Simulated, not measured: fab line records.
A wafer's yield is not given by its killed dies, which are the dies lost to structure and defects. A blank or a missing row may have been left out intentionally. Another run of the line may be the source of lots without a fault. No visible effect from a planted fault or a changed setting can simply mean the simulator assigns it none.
One fault seen from 3 desks :: flow nand_harc :: every desk sees just its own numbers, and what lay behind them comes last

## THE DEFECT DESK
Lot by lot, what the route's inspections counted, given as the mean of those sampled wafers with a number. Any lot whose mean is over 4 standard deviations away from the usual mean is out of limits and marked OUT; that distance is given in the brackets.
Columns: A = raw_defect_count at NHARC_A_BLC_INSPECT_28, usual 443; B = raw_defect_count at NHARC_A_M0_INSPECT_11, usual 32
lot: L285
first seen here: day 17 20:23
A: 497
B: 29

lot: L292
first seen here: day 19 13:09
A: 442
B: 27

lot: L302
first seen here: day 21 23:03
A: 501
B: 41

lot: L300
first seen here: day 22 01:34
A: 472
B: 40

lot: L303
first seen here: day 22 16:31
A: 415
B: 35
Result from this desk: across the 5 lots, nothing is out of limits.

## TOOL OWNER'S DESK, litho_track-06
The tool's own readings at NHARC_A_M0_PEB_07 (peb time 65 s): means of the sampled wafers that have a number, for each lot that ran on this tool. Any lot whose mean is over 4 standard deviations away from the usual mean is out of limits and marked OUT; that distance is given in the brackets.
Columns: A = heater_power_total_W at NHARC_A_M0_PEB_07, usual 156.7 W
lot: L292
first seen here: day 19 13:58
A: 156.6

lot: L300
first seen here: day 22 02:16
A: 162.6 (+15) OUT
This desk finds L300 out of limits, L300 being first, at day 22 02:16 (heater_power_total_W at NHARC_A_M0_PEB_07). L292: within limits.

## THE METROLOGY DESK
What the gauges read, lot by lot, whatever tool the lot ran on: means of the sampled wafers that have a number. Any lot whose mean is over 4 standard deviations away from the usual mean is out of limits and marked OUT; that distance is given in the brackets.
Columns: A = cd_nm at NHARC_A_M0_CD_MEAS_09, usual 79.8 nm; B = overlay_x_nm at NHARC_A_M0_OVL_MEAS_10, usual 0.1 nm; C = overlay_y_nm at NHARC_A_M0_OVL_MEAS_10, usual -0.1 nm; D = cd_nm at NHARC_A_M0_CD_MEAS_16, usual 79.6 nm
lot: L285
first seen here: day 17 21:17
A: 79.7
B: 0.1
C: -0.7
D: 79.5

lot: L292
first seen here: day 19 14:03
A: 79.7
B: 0.4
C: 0.2
D: 80.2

lot: L302
first seen here: day 21 23:57
A: 80.2
B: 0.2
C: 0.7
D: 80.5

lot: L300
first seen here: day 22 02:20
A: 77.7
B: -1.4
C: 1.5
D: 76.7

lot: L303
first seen here: day 22 17:22
A: 79.5
B: -1.1
C: 0.5
D: 80.1
Result from this desk: across the 5 lots, nothing is out of limits.

## TAKEN TOGETHER
At day 22 02:16, on L300, the tool owner's desk was in a position to raise an alarm.
Nothing the defect desk looked at was out of limits.
At the metrology desk, nothing out of limits was observed.
The defect desk has L300 on record, within its limits.
The metrology desk holds a record of L300, inside its limits.
On litho_track-06, each named lot ran NHARC_A_M0_PEB_07.

## WHAT THE SIMULATOR HAD PUT IN
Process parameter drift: litho_track-06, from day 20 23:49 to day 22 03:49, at NHARC_A_M0_PEB_07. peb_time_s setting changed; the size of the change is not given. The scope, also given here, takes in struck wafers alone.
Lots struck among those shown: L300.
Hours from the fault's start to each desk's first reading out of limits: the tool owner's desk, 26.
